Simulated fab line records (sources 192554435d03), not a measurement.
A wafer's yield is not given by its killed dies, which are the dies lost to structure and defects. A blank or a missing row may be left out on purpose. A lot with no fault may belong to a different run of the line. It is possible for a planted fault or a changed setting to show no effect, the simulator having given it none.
Chamber matching || flow n5 finfet || rie diel-03 running N5_GATE_CUT_ETCH_58: 4 sister chambers
The step etches SiNx in CH3F/O2, target depth 17 nm, time 128.6 s. 4 wafers are shown with their chamber, then 10 later ones without.

## WAFERS PAIRED WITH THEIR CHAMBERS
{"wafer": "L083.4", "chamber": 1, "showerhead plenum p Torr (Torr)": 2.00}
{"wafer": "L087.5", "chamber": 0, "showerhead plenum p Torr (Torr)": 2.10}
{"wafer": "L088.2", "chamber": 3, "showerhead plenum p Torr (Torr)": 2.08}
{"wafer": "L088.4", "chamber": 2, "showerhead plenum p Torr (Torr)": 1.91}

## WAFERS MISSING THEIR CHAMBER
{"wafer": "L088.5", "showerhead plenum p Torr (Torr)": 2.10}
{"wafer": "L089.2", "showerhead plenum p Torr (Torr)": 2.08}
{"wafer": "L089.4", "showerhead plenum p Torr (Torr)": 2.00}
{"wafer": "L089.5", "showerhead plenum p Torr (Torr)": 2.10}
{"wafer": "L090.1", "showerhead plenum p Torr (Torr)": 2.00}
{"wafer": "L090.4", "showerhead plenum p Torr (Torr)": 2.10}
{"wafer": "L090.5", "showerhead plenum p Torr (Torr)": 2.08}
{"wafer": "L095.1", "showerhead plenum p Torr (Torr)": 1.99}
{"wafer": "L095.2", "showerhead plenum p Torr (Torr)": 2.09}
{"wafer": "L095.4", "showerhead plenum p Torr (Torr)": 1.91}

## THE CHAMBER EACH PASSED THROUGH
{"wafer": "L088.5", "from the rows above": 0, "in truth": 0}
{"wafer": "L089.2", "from the rows above": 3, "in truth": 3}
{"wafer": "L089.4", "from the rows above": 1, "in truth": 1}
{"wafer": "L089.5", "from the rows above": 0, "in truth": 0}
{"wafer": "L090.1", "from the rows above": 1, "in truth": 1}
{"wafer": "L090.4", "from the rows above": 0, "in truth": 0}
{"wafer": "L090.5", "from the rows above": 3, "in truth": 3}
{"wafer": "L095.1", "from the rows above": 1, "in truth": 1}
{"wafer": "L095.2", "from the rows above": "can't be placed: 3 or 0", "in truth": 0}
{"wafer": "L095.4", "from the rows above": 2, "in truth": 2}
9 of 10 placed correctly. From these rows, 1 cannot be placed; in 1 the true chamber is one of the candidates. 0 placed wrongly.
How it was worked out, from the rows above alone: a wafer's distance from a chamber is the root of the sum, over the readings, of the square of ((its reading less the chamber's mean) divided by the reading's scatter). The wafer belongs to the nearest chamber; if the next one is less than 2 further off, it can't be placed. Each chamber's mean is taken over the wafers shown for it. The scatter: root of mean squared gap, hidden wafer to nearest shown wafer, with one shown wafer a chamber.
